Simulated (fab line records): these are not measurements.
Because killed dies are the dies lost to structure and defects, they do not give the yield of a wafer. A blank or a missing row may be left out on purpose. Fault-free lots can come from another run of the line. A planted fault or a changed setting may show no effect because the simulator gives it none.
fab line records	flow n5Finfet
[record] lots = 6	wafers = 16	lastDay = 19
route steps=1938 shown BEOL_M14@1767 BEOL_M15@1773 PASSIVATION@1936
lots that met no fault: taken from a fault-free run of the same line
startH: start of the lot's first displayed wafer, in hours after the record's first day	waitH: hours since the lot's step before	" identical to the entry in the row above	L1.1+2: several wafers, shown together as one row	- no value, or no start given	* or withheld: withheld	< > ~ a bound
route shown NAME@n: NAME is a module with steps in the file, n the number in the route of the first one	usual: mean/standard deviation taken from wafers without a fault	same: alike in all rows	chamber/n: place in a boat	sites: each site's reading	_std_site: standard deviation of those values	_edge_site: mean of outer sites minus mean of inner sites	radiusMm: for every site, how far away it sits from the centre of the wafer	mask NAME#n: copy n	behind: the most recent tool/chamber to have shaped the wafer	hold: why the lot was held/for how many hours/how that ended	device: the n, p or np transistor that did not switch	end of line: at the end of the route, the tests of the same wafers	a step with no rows: only its recipe	killed: the dies lost at the first sort to structure and to defects; this is not the yield of the wafer	map: shows each die of a wafer: x if killed, . if not, _ if none is there
set.NAME: the run value of the setting; set.NAME@STEP: its run value at that earlier step	model.NAME: the simulator's own value behind a step, which no gauge read
lots at selected steps of the route; one table per step, one row per wafer
services: a tool's chamber out of use, with start hour (startH, from the record's first day; less than 0 if before it), hours out, and reason
[[steps]]
[step N5_BEOL_M14_CMP_49]
[recipe] stopOn = SiO2	tOverpolishS = 5.2	downForcePsi = 2	platenRpm = 80	clearingPlatenDownForcePsi = 2	clearingPlatenRpm = 80	postCmpClean = cuAlkaline	targetThkNm = 560	clearingPlatenPadVelocityMS = 1.5917	padVelocityMS = 1.5917
[usual] barrierFieldEndpointS = 11.42/0.23	edgeZonePressureFrac = 1.000/0.0049	motorCurrentA = 8.4/1.1	overpolishRunS = 5.201/0.0083	timeToEndpointS = 122/3.5
lot.wafer	tool	chamber	startH	waitH	barrierFieldEndpointS	edgeZonePressureFrac	motorCurrentA	overpolishRunS	timeToEndpointS
L983.1	cmp-02	1	314.66	0.3	11.69	1.000	7.9	5.192	124
L983.5	"	3	"	"	11.75	0.993	9.6	5.218	128
L983.6	"	0	"	"	11.84	0.992	9.9	5.192	129
L984.2	cmp-04	2	336.54	0.3	11.63	1.000	8.1	5.202	124
L984.6	"	0	"	"	11.58	0.994	7.7	5.211	122
L992.4	cmp-04	3	343.17	0.1	11.15	1.009	9.0	5.188	120
L992.2	"	0	"	"	11.20	0.996	7.2	5.211	120
L998.2	cmp-02	3	388.86	0.3	11.63	1.001	10.0	5.200	126
L998.6	"	0	"	"	11.60	0.997	9.5	5.202	126
L998.5	"	1	"	"	11.70	1.009	8.4	5.185	123
L102.4	cmp-01	2	409.10	0.1	11.38	0.992	9.3	5.194	127
L102.2	"	0	"	"	10.94	0.999	9.0	5.207	115
L102.1	"	1	"	"	11.33	1.000	6.9	5.197	121
L105.3	cmp-01	1	439.61	0.2	11.55	1.000	6.7	5.210	125
L105.6	"	1	"	"	11.37	1.001	7.2	5.208	122
L105.5	"	2	"	"	11.74	1.016	10.1	5.198	128
[step N5_BEOL_M14_THK_MEAS_50]
[recipe] thkMeasGauge = xrf	reads = Cu_of_BEOL_M14_ECD_47
[usual] M14_THK = 560/12
lot.wafer	tool	chamber	startH	waitH	M14_THK[nm]
L983.1	filmMetro-02	-	314.87	-	541
L983.5	"	-	"	"	536
L983.6	"	-	"	"	542
L984.2	filmMetro-01	-	336.72	-	571
L984.6	"	-	"	"	545
L992.2	filmMetro-02	-	343.46	-	555
L992.4	"	-	"	"	553
L998.2	filmMetro-02	-	389.04	-	549
L998.5	"	-	"	"	570
L998.6	"	-	"	"	578
L102.1	filmMetro-02	-	409.39	-	562
L102.2	"	-	"	"	556
L102.4	"	-	"	"	555
L105.3	filmMetro-02	-	439.91	-	551
L105.5	"	-	"	"	566
L105.6	"	-	"	"	541
[step N5_BEOL_M14_PRE_CLEAN_52]
[recipe] gas = NH3	timeS = 15	tempC = withheld	rfPowerW = 300
[step N5_BEOL_M14_DEP_53]
[recipe] material = SiCN	targetThkA = 500	tempC = withheld	precursor = 3MS/NH3	pressureTorr = 3	rfW = 675	timeS = 17.8
[usual] showerheadPlenumPTorr = 4.15/0.031	throttleValvePct = 18.0/0.83
lot.wafer	tool	chamber	startH	waitH	showerheadPlenumPTorr	sinceWetCleanH	throttleValvePct
L983.1	pecvd-01	0	314.94	0.0	4.17	838	19.0
L983.5	"	1	"	"	4.12	-	17.2
L983.6	"	0	"	"	4.17	-	19.2
L984.2	pecvd-02	1	336.79	0.0	4.18	2128	18.0
L984.6	"	2	"	"	4.10	-	18.7
L992.2	pecvd-01	1	343.53	0.0	4.12	1591	17.0
L992.4	"	1	"	"	4.11	-	17.2
L998.2	pecvd-04	1	389.10	0.0	4.17	1818	17.3
L998.5	"	2	"	"	4.15	-	17.2
L998.6	"	0	"	"	4.16	-	16.8
L102.1	pecvd-01	2	409.46	0.0	4.13	178	17.7
L102.2	"	1	"	"	4.12	1657	17.1
L102.4	"	0	"	"	4.16	-	19.4
L105.3	pecvd-02	0	439.97	0.0	4.18	1506	18.7
L105.5	"	2	"	"	4.10	-	18.8
L105.6	"	0	"	"	4.18	-	18.6
[step N5_BEOL_M14_RS_MEAS_54]
[recipe] thkMeasGauge = four-point-probe	reads = Cu_of_BEOL_M14_ECD_47+Ta_of_BEOL_M14_SPUTTER_44+TaN_of_BEOL_M14_SPUTTER_43
[usual] M14_RS = 0.0328/0.00067
lot.wafer	tool	chamber	startH	waitH	M14_RS[ohm/sq]
L983.1	filmMetro-01	-	315.00	0.0	0.0339
L983.5	"	-	"	"	0.0341
L983.6	"	-	"	"	0.0340
L984.2	filmMetro-01	-	336.85	0.1	0.0322
L984.6	"	-	"	"	0.0336
L992.2	filmMetro-01	-	343.59	0.1	0.0331
L992.4	"	-	"	"	0.0333
L998.2	filmMetro-02	-	389.17	0.1	0.0336
L998.5	"	-	"	"	0.0325
L998.6	"	-	"	"	0.0320
L102.1	filmMetro-01	-	409.54	0.1	0.0329
L102.2	"	-	"	"	0.0333
L102.4	"	-	"	"	0.0333
L105.3	filmMetro-01	-	440.04	0.1	0.0329
L105.5	"	-	"	"	0.0322
L105.6	"	-	"	"	0.0338
[step N5_BEOL_M14_INSPECT_55]
[recipe] inspectInstrument = darkfield	mode = postDep
[usual] rawDefectCount = 71/24
lot.wafer	tool	chamber	startH	waitH	rawDefectCount
L983.1	defectInspect-01	-	315.03	0.0	35
L983.5	"	-	"	"	43
L983.6	"	-	"	"	63
L984.2	defectInspect-02	-	336.88	0.0	72
L984.6	"	-	"	"	61
L992.2	defectInspect-01	-	343.62	0.0	68
L992.4	"	-	"	"	88
L998.2	defectInspect-02	-	389.19	0.0	71
L998.5	"	-	"	"	27
L998.6	"	-	"	"	75
L102.1	defectInspect-02	-	409.56	0.0	89
L102.2	"	-	"	"	64
L102.4	"	-	"	"	96
L105.3	defectInspect-02	-	440.06	0.0	97
L105.5	"	-	"	"	92
L105.6	"	-	"	"	84
[step N5_BEOL_M15_ILD_DEP_00]
[recipe] material = SiO2	targetThkA = 16293	tempC = 400	precursor = TEOS/O2	pressureTorr = 6.5	rfW = 900	teosFlowSccm = 161.4	gas = O2	flowSccm = 2650	timeS = 346.1
[usual] heaterPowerW = 516/74	showerheadPlenumPTorr = 8.33/0.033	throttleValvePct = 18.2/1.1
lot.wafer	tool	chamber	startH	waitH	heaterPowerW	showerheadPlenumPTorr	sinceWetCleanH	throttleValvePct
L983.1	pecvd-01	1	315.10	0.1	630	8.26	1563	17.8
L983.5	"	2	"	"	399	8.30	-	18.3
L983.6	"	1	"	"	476	8.28	-	17.6
L984.2	pecvd-04	1	336.92	0.0	590	8.38	1766	17.9
L984.6	"	2	"	"	432	8.32	-	17.6
L992.2	pecvd-03	1	343.65	0.0	557	8.31	1954	18.1
L992.4	"	0	"	"	554	8.33	-	19.9
L998.2	pecvd-04	2	389.23	0.0	549	8.30	193	17.6
L998.5	"	0	"	"	326	8.34	-	17.1
L998.6	"	2	"	"	434	8.32	-	17.6
L102.1	pecvd-03	0	409.60	0.0	514	8.34	1295	20.1
L102.2	"	2	"	"	532	8.35	541	17.0
L102.4	"	1	"	"	470	8.32	-	18.0
L105.3	pecvd-04	1	440.10	0.0	567	8.35	1869	17.9
L105.5	"	2	"	"	419	8.32	-	17.7
L105.6	"	1	"	"	470	8.36	-	18.0
[step N5_BEOL_M15_THK_MEAS_01]
[recipe] reads = SiO2_of_BEOL_M15_ILD_DEP_00
[usual] M15_ILD_THK = 1616/22
lot.wafer	tool	chamber	startH	waitH	M15_ILD_THK[nm]
L983.1	filmMetro-01	-	315.35	0.1	1596
L983.5	"	-	"	"	1634
L983.6	"	-	"	"	1621
L984.2	filmMetro-02	-	337.27	0.3	1607
L984.6	"	-	"	"	1649
L992.2	filmMetro-02	-	343.91	0.1	1583
L992.4	"	-	"	"	1592
L998.2	filmMetro-01	-	389.48	0.1	1617
L998.5	"	-	"	"	1632
L998.6	"	-	"	"	1650
L102.1	filmMetro-01	-	409.85	0.1	1584
L102.2	"	-	"	"	1595
L102.4	"	-	"	"	1639
L105.3	filmMetro-02	-	440.35	0.1	1607
L105.5	"	-	"	"	1652
L105.6	"	-	"	"	1615
[step N5_BEOL_M15_COAT_58]
[recipe] resist = BARC	tempC = 205	timeS = 60	spinRpm = 1500	resistThkNm = 89
[step N5_BEOL_M15_COAT_04]
[recipe] spinRpm = 1704	resistThkNm = 800
[step N5_BEOL_M15_EBR_06]
[recipe] solvent = PGMEA	ebrWidthMm = 1.5
[step N5_BEOL_M15_SOFTBAKE_05]
[recipe] tempC = 130	timeS = 60
[step N5_BEOL_M15_EXPOSE_07]
[recipe] maskId = V14	na = 0.8	sourceShape = annular	sigmaInner = 0.5	sigmaOuter = 0.8	polarization = unpolarized	attpsmPhaseDeg = 180	doseMj = 41.25
[usual] focusOffsetNm = 0.1/0.52
[same] na = 0.8
lot.wafer	tool	chamber	startH	waitH	mask	focusOffsetNm
L983.1	krfScanner-02	0	315.66	-	V14#0	1.5
L983.5	"	0	"	"	V14#0	0.7
L983.6	"	0	"	"	V14#0	0.6
L984.2	krfScanner-01	0	337.41	-	V14#0	0.2
L984.6	"	0	"	"	V14#0	-0.2
L992.2	krfScanner-01	0	344.17	-	V14#0	1.2
L992.4	"	0	"	"	V14#0	0.2
L998.2	krfScanner-02	0	389.75	-	V14#0	0.3
L998.5	"	0	"	"	V14#0	-0.8
L998.6	"	0	"	"	V14#0	-0.3
L102.1	krfScanner-01	0	410.11	-	V14#0	0.1
L102.2	"	0	"	"	V14#0	0.2
L102.4	"	0	"	"	V14#0	0.7
L105.3	krfScanner-02	0	440.49	-	V14#0	-0.5
L105.5	"	0	"	"	V14#0	0.0
L105.6	"	0	"	"	V14#0	-1.0
[step N5_BEOL_M15_PEB_08]
[recipe] pebTempC = 130	pebTimeS = 90
[step N5_BEOL_M15_DEVELOP_09]
[recipe] developTimeS = 45	rinseLiquid = diw	dry = airSpin	devTempC = 21
[step N5_BEOL_M15_HARDBAKE_14]
[recipe] tempC = 130	timeS = 120
[step N5_BEOL_M15_CD_MEAS_10]
[recipe] targetCdNm = 360	landingEnergyEv = 500	detector = seInlens	polarity = opening
[usual] cdNm = 360.6/1.6
lot.wafer	tool	chamber	startH	waitH	cdNm
L983.1	cdSem-01	0	315.83	-	361.5
L983.5	"	0	"	"	361.6
L983.6	"	0	"	"	360.2
L984.2	cdSem-02	0	337.58	-	370.0
L984.6	"	0	"	"	361.5
L992.2	cdSem-01	0	344.33	-	369.4
L992.4	"	0	"	"	369.7
L998.2	cdSem-01	0	389.91	-	361.7
L998.5	"	0	"	"	358.7
L998.6	"	0	"	"	359.1
L102.1	cdSem-03	0	410.28	-	359.2
L102.2	"	0	"	"	363.3
L102.4	"	0	"	"	359.7
L105.3	cdSem-02	0	440.66	-	359.4
L105.5	"	0	"	"	360.4
L105.6	"	0	"	"	360.0
[step N5_BEOL_M15_OVL_MEAS_11]
[recipe] pointsPerWafer = 44
[usual] V14_OVL = 1/4.8
lot.wafer	tool	chamber	startH	waitH	V14_OVL[nm]
L983.1	overlay-02	0	315.86	0.0	5
L983.5	"	0	"	"	5
L983.6	"	0	"	"	4
L984.2	overlay-01	0	337.61	0.0	1
L984.6	"	0	"	"	-3
L992.2	overlay-02	0	344.36	0.0	-3
L992.4	"	0	"	"	1
L998.2	overlay-01	0	389.94	0.0	6
L998.5	"	0	"	"	-3
L998.6	"	0	"	"	-7
L102.1	overlay-01	0	410.32	0.0	-4
L102.2	"	0	"	"	0
L102.4	"	0	"	"	-2
L105.3	overlay-01	0	440.68	0.0	-6
L105.5	"	0	"	"	-10
L105.6	"	0	"	"	-7
[step N5_PASSIVATION_PROBE_49]
[usual] defectLimitedYield = 91.4/1.2	killed_at_M0_to_M3 = 35/11	killed_at_M4_up = 14/6	killedAtContacts = 12/6.7	killedAtFrontEnd = 37/9.7	killedAtOther = 3.5/2.5	killedDies = 102/15	killedOpen = 67/12	killedShort = 33/7.3	sort_bin_5_function = 5.1/0.81	sort_bin_6_memory = 3.2/0.65	sortNPass = 1078/15	sortYieldPct = 91.4/1.2
[same] grossDies = 1180	killedAtBackSide = 0	sort_bin_4_leakage[%] = 0	sort_bin_8_speed[%] = 0
lot.wafer	tool	chamber	startH	waitH	defectLimitedYield[%]	killed_at_M0_to_M3	killed_at_M4_up	killedAtContacts	killedAtFrontEnd	killedAtOther	killedDies	killedOpen	killedShort	sort_bin_5_function[%]	sort_bin_6_memory[%]	sortNPass	sortYieldPct[%]
L983.1	prober-02	-	343.89	0.0	93.5	24	20	4	28	1	77	49	22	3.6	2.5	1103	93.5
L983.5	prober-02	-	344.09	0.2	90.4	63	11	7	31	1	113	72	39	5.8	3.5	1067	90.4
L983.6	prober-02	-	344.14	0.3	90.2	52	12	8	41	3	116	78	37	5.8	3.7	1064	90.2
// killed by level:class
L983.1 BEOL_M4:geometricParticle:open=12 STI_FIN_REVEAL:geometricParticle:open=7 BEOL_M0_SAQP:geometricParticle:short=5 BEOL_M2:geometricParticle:open=4 BEOL_M3:geometricParticle:open=4 GATE_CUT:geometricParticle:short=4 BEOL_M0_SAQP:geometricParticle:open=4 STARTING-WAFER:geometricParticle:short=4
L983.5 BEOL_M3:geometricParticle:open=14 BEOL_M0_SAQP:geometricParticle:short=13 BEOL_M2:geometricParticle:open=13 BEOL_M0_SAQP:geometricParticle:open=9 STI_FIN_REVEAL:geometricParticle:open=7 MOL_CONTACT_COAG:geometricParticle:open=6 FIN_SAQP:geometricParticle:short=5 BEOL_M3:geometricParticle:short=5
L983.6 BEOL_M2:geometricParticle:open=20 STI_FIN_REVEAL:geometricParticle:open=16 BEOL_M0_SAQP:geometricParticle:open=13 MOL_CONTACT_COAG:geometricParticle:open=7 BEOL_M0_SAQP:geometricParticle:short=5 BEOL_M2:geometricParticle:short=4 BEOL_M4:geometricParticle:short=4 GATE_CUT:geometricParticle:short=3
[[services]]
tool	chamber	startH	hours	kind
pecvd-04	-	296.71	4.4	repair
krfScanner-01	-	297.41	0.8	pm
cmp-02	-	301.97	3.8	pm
krfScanner-01	-	302.56	1.3	pm
cmp-01	-	316.18	0.9	repair
cmp-01	-	322.86	4.0	pm
krfScanner-02	-	342.33	2.3	repair
cmp-01	-	343.60	5.5	pm
krfScanner-02	-	353.38	1.0	pm
krfScanner-02	-	361.06	1.3	pm
krfScanner-02	-	363.56	5.5	repair
krfScanner-01	-	368.52	0.9	repair
krfScanner-01	-	378.09	0.2	repair
cmp-01	-	382.85	2.2	repair
cmp-02	-	395.86	1.0	repair
cmp-02	-	398.48	3.4	repair
krfScanner-02	-	398.66	1.8	repair
krfScanner-01	-	401.23	1.0	pm
cmp-02	-	402.61	4.0	pm
krfScanner-02	-	409.92	0.8	pm
krfScanner-02	-	417.62	5.0	repair
cmp-01	-	417.91	0.8	repair
krfScanner-01	-	431.86	4.0	pm
krfScanner-01	-	438.64	0.8	pm
[[key]]
[firstSign] step = N5_BEOL_M15_CD_MEAS_10	reading = cdNm	direction = up	sigmas = 5.8	usual = 360.6	struck = 369.7
effect none on later readings
metAt N5_BEOL_M15_EXPOSE_07
struckWafers L984.2,L992.2,L992.4
[fault] kind = processParameterDrift	tool = krfScanner-01	chamber = -	onsetH = 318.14	steps = N5_BEOL_M15_EXPOSE_07	channel = focusNm	offset = 182.75	shape = step	endH = 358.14	scope = struckWafersOnly
